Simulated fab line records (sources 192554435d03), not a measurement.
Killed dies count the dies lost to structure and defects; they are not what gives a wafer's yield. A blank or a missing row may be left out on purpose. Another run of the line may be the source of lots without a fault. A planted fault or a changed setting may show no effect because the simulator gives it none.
Struck lot and sound lot, side by side + flow n5_finfet + 39 out of 1938 route steps
Sound: the wafers L244.2, L244.3, L244.5. Struck: wafers L238.1, L238.2. (L238.3 of the same lot was not struck and is left out.) The cause comes at the end.
For every step that has rows: the tool of each side, followed by ch and its chambers, followed by its first start. Under that, the readings that differ: sound wafers + struck wafers + difference of the means + sigmas: that difference in standard deviations of wafers without a fault.
alike: words and numbers the same on both sides, and readings whose means are apart by under 2 such deviations; not compared: readings that were withheld, readings missing a value for some wafer, numbers with overlapping values and no deviation given by the record, and bounds like >300 which may hide the same value.
Wherever a step has rows on one side only, a row that says differs or no value, or a row with sigmas, the two part there. When numbers do not overlap yet have no deviation, they are printed without sigmas and do not part them. A reading missing from all wafers of one side parts the sides only when that side holds two or more wafers.

first, 12 steps without rows for these wafers: N5_SD_EPI_N_STRIP_36 (strips in N2/H2); N5_SD_EPI_N_ETCHBACK_44 (etches SiNx in CH3F/O2, stops on SiO2, target depth 14.5 nm); N5_SD_EPI_N_ETCH_45 (etches SiOCN in CH3F/O2, target depth 6 nm); N5_SD_EPI_N_ETCH_16 (etches SiO2 in CHF3/O2, target depth 5 nm); N5_SD_EPI_N_STRIP_47 (strips in CHF3/O2); N5_SD_EPI_N_SD_RECESS_17 (chemistry HBr/Cl2/O2, target depth 41 nm, time 23.7 s, bt time 3 s); N5_SD_EPI_N_STRIP_38 (strips in N2/H2); N5_SD_EPI_N_WET_ETCH_43 (etches SiO2 in dHF, time 14 s, target depth 1.5 nm); N5_SD_EPI_N_STRIP_18 (strips in SPM, time 750 s); N5_SD_EPI_N_SRD_20 (time 30 s); N5_SD_EPI_N_PRECLEAN_48 (cleans in NF3:NH3, afs cycles 2, time 20 s, sublimation time 60 s); N5_SD_EPI_N_VAPOR_ETCH_50 (etches Si in HCl, time 54 s).
N5_SD_EPI_N_EPI_21: deposits Si:P, time 690 s.
  sound on epi_rpcvd-04 ch 0, day 8 22:10; struck on epi_rpcvd-01 ch 0, day 7 11:46
| reading                                   | sound          | struck    | difference | sigmas |
|-------------------------------------------|----------------|-----------|------------|--------|
| model.Si-P_of_SD_EPI_N_EPI_21.thk_nm (nm) | 58.2 58.8 58.8 | 61.2 61.8 | +2.9       |        |
  alike: chamber_pressure_Torr
then, 24 steps without rows for these wafers: N5_SD_EPI_N_PRECLEAN_24 (cleans in O3/DIW, time 60 s); N5_SD_EPI_N_SRD_25 (time 30 s); N5_SD_EPI_N_PRECLEAN_49 (cleans in NF3:NH3, afs cycles 1, time 20 s, sublimation time 60 s); N5_SD_EPI_N_LINER_46 (material SiNx, target thk 3 nm); N5_SD_EPI_P_COAT_34 (time 60 s, resist thk 350 nm); N5_SD_EPI_P_COAT_35 (time 60 s, resist thk 35 nm); N5_SD_EPI_P_COAT_03 (resist thk 150 nm); N5_SD_EPI_P_EBR_05; N5_SD_EPI_P_SOFTBAKE_04 (time 60 s); N5_SD_EPI_P_EXPOSE_06 (exposes mask SD P BLK, target cd 240 nm); N5_SD_EPI_P_PEB_07 (peb time 60 s); N5_SD_EPI_P_DEVELOP_08 (develop time 30 s); N5_SD_EPI_P_DESCUM_14 (chemistry O2, time 7.9 s); N5_SD_EPI_P_ETCH_36 (etches SiARC in CF4, target depth 45.5 nm, time 75.8 s); N5_SD_EPI_P_ETCH_37 (etches SOC in N2/H2, overetch 108 nm, time 486 s); N5_SD_EPI_P_STRIP_38 (strips in N2/H2); N5_SD_EPI_P_ETCHBACK_46 (etches SiNx in CH3F/O2, stops on SiO2, target depth 17.5 nm); N5_SD_EPI_P_ETCH_47 (etches SiOCN in CH3F/O2, target depth 25 nm); N5_SD_EPI_P_ETCH_16 (etches SiO2 in CHF3/O2, target depth 5 nm); N5_SD_EPI_P_STRIP_50 (strips in CHF3/O2); N5_SD_EPI_P_SD_RECESS_17 (chemistry HBr/Cl2/O2, target depth 39.1 nm, bt time 3 s); N5_SD_EPI_P_WET_ETCH_45 (etches SiO2 in dHF, time 10.7 s, target depth 2 nm, rinse time 30 s); N5_SD_EPI_P_STRIP_40 (strips in N2/H2); N5_SD_EPI_P_PRECLEAN_52 (cleans in O3/DIW, time 60 s).
N5_SD_EPI_P_PRECLEAN_24: cleans in O3/DIW, time 45 s.
  sound on wet_bench-02 ch 4,5,6, day 9 04:53; struck on wet_bench-03 ch 2,7, day 7 19:44
| reading                                   | sound      | struck  | difference | sigmas |
|-------------------------------------------|------------|---------|------------|--------|
| model.Si-P_of_SD_EPI_N_EPI_21.thk_nm (nm) | 57.4 58 58 | 60.2 61 | +2.8       |        |
-- the record jumps here: 4 days lie between the struck wafers' starts before and after (it left off in module SD_EPI_P and takes up again in module BEOL_M4, whose first step shown is number 1111 of the route) --
N5_BEOL_M4_RC_MEAS_101:
  sound on prober-02 ch 0, day 14 04:25; struck on prober-02 ch 0, day 11 20:56
  alike: DIBL_N, DIBL_P, IOFF_N, IOFF_P, ION_N, ION_P, SS_N, SS_P, VT_N, VT_P

== WHERE THEY PART ==
Nowhere in this record.

WHY: what the simulator had put in
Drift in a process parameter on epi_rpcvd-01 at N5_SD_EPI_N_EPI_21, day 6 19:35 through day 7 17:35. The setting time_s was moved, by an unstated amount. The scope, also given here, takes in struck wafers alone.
